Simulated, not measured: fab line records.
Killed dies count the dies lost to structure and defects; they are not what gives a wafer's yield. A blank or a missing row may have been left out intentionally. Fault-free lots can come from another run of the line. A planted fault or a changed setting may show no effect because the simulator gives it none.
Problem report in the 8D (eight disciplines) form, filled by code ; flow n5 finfet ; the parts of the form that need people (team, actions taken, sign-off) are left out

## 1. WHAT IS WRONG
bias w at N5_BEOL_M7_ETCH_41 reads a mean of 64.44 W on 2 wafers of 2 lots; wafers without a fault read 75.00 W with a standard deviation of 0.22. That is -48 standard deviations from the usual mean.
The step: etches SiCN in CH3F/O2, target depth 31.9 nm, time 57.8 s.
Earliest sighting: wafer L394.1 on rie diel-01 at day 12 04:37. The record has a number at this step for 18 wafers belonging to 6 lots. Rule for "out", or "out of limits": more than 4 standard deviations from the usual mean. The rest of the wafers with a number are treated as sound.

## 2. WHAT THIS IS AND IS NOT
question;is;is not
which readings at this step;bias w, rf vpp V;drypump motor current A, oes product au, showerhead plenum p Torr, throttle valve pct
which lots;L394, L395;L382, L388, L401, L402
which wafers of those lots;L394.1, L395.6;L394.4, L394.5, L395.2, L395.5
read on which tools;rie diel-01;rie diel-05
when;from day 12 04:37;"up to then (8 sound wafers); but 8 sound wafers of L395, L401, L402 came after"

## 3. THE SUSPECTS, EACH WITH WHAT RULES IT OUT
Counting: a tool at a process step up to the reading stays a suspect if it ran every lot that is out. Sound lots after the first of them don't rule it out here, since some wafers of a struck lot are sound.
- rie diel-01 at N5_BEOL_M7_DESCUM_33 (chemistry O2, time 7 s): kept. Ran every lot that is out, first one L394 (day 12 04:18); last sound lot up to then L382 (day 9 01:52).
- rie diel-01 at N5_BEOL_M7_ETCH_72 (etches underlayer in N2/H2, target depth 6.5 nm, time 5.2 s): kept. Ran every lot that is out, first one L394 (day 12 04:20); last sound lot up to then L382 (day 9 01:55).
- rie diel-01 at N5_BEOL_M7_ETCH_66 (etches SOC in N2/H2, target depth 80 nm, overetch 16 nm, time 120 s): kept. Ran every lot that is out, first one L394 (day 12 04:23); last sound lot up to then L382 (day 9 01:57).
- rie diel-01 at N5_BEOL_M7_STRIP_36 (strips in N2/H2): kept. Ran every lot that is out, first one L394 (day 12 04:32); last sound lot up to then L382 (day 9 02:07).
- rie diel-01 at N5_BEOL_M7_TRENCH_ETCH_37 (etches SiCOH lowk in C4F6/O2, target depth 93.478 nm, time 31.2 s): kept. Ran every lot that is out, first one L394 (day 12 04:37); last sound lot up to then L382 (day 9 02:11). With no start given for some of its lots, N5_BEOL_M7_TRENCH_ETCH_37 uses the hours and lot order of N5_BEOL_M7_ETCH_41.
- rie diel-01 at N5_BEOL_M7_ETCH_41 (etches SiCN in CH3F/O2, target depth 31.9 nm, time 57.8 s): kept. Ran every lot that is out, first one L394 (day 12 04:37); last sound lot up to then L382 (day 9 02:11). Out on those wafers are its own readings of bias w, rf vpp V.
- In rie diel-01 at N5_BEOL_M7_DESCUM_33, the wafers that are out were processed in chamber 0 and their sound lot-mates in chambers 1, 2, 3.
- In rie diel-01 at N5_BEOL_M7_ETCH_72, the wafers that are out were processed in chamber 0 and their sound lot-mates in chambers 1, 2, 3.
- In rie diel-01 at N5_BEOL_M7_ETCH_66, the wafers that are out were processed in chamber 0 and their sound lot-mates in chambers 1, 2, 3.
- In rie diel-01 at N5_BEOL_M7_STRIP_36, the wafers that are out were processed in chamber 0 and their sound lot-mates in chambers 1, 2, 3.
- In rie diel-01 at N5_BEOL_M7_TRENCH_ETCH_37, the wafers that are out were processed in chamber 0 and their sound lot-mates in chambers 1, 2, 3.
- In rie diel-01 at N5_BEOL_M7_ETCH_41, the wafers that are out were processed in chamber 0 and their sound lot-mates in chambers 1, 2, 3.
Left after counting: rie diel-01 at N5_BEOL_M7_DESCUM_33, rie diel-01 at N5_BEOL_M7_ETCH_72, rie diel-01 at N5_BEOL_M7_ETCH_66, rie diel-01 at N5_BEOL_M7_STRIP_36, rie diel-01 at N5_BEOL_M7_TRENCH_ETCH_37, rie diel-01 at N5_BEOL_M7_ETCH_41.

## 4. THE CAUSE (what the simulator had put in)
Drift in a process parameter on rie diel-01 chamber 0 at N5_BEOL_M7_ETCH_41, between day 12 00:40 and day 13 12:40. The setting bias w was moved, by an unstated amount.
Counting leaves 6 suspects; this tool is one of them.

## 5. SEQUENCE OF EFFECTS, ordered by route
Each row: a reading whose mean over the struck wafers that have a number lies more than 3 standard deviations from the usual. Scope: only readings with a usual standard deviation given in the record; hours: median across lots of the time from each lot's start at the first step in this table that gives one to its start at this step; sigmas: change in usual standard deviations.
hours;step;reading;usual;on struck wafers;change;sigmas
0;N5_BEOL_M7_ETCH_41;bias w;75.00 W;64.44;-10.56;-48
0;N5_BEOL_M7_ETCH_41;rf vpp V;297.3 V;269.3;-28.0;-22
Here are the process steps it includes:
- N5_BEOL_M7_ETCH_41: etches SiCN in CH3F/O2, target depth 31.9 nm, time 57.8 s.

## 6. HOW IT WOULD HAVE BEEN CAUGHT EARLIER
In this record no reading fell out of limits until day 12 04:37, 4 hours after the fault had begun at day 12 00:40.
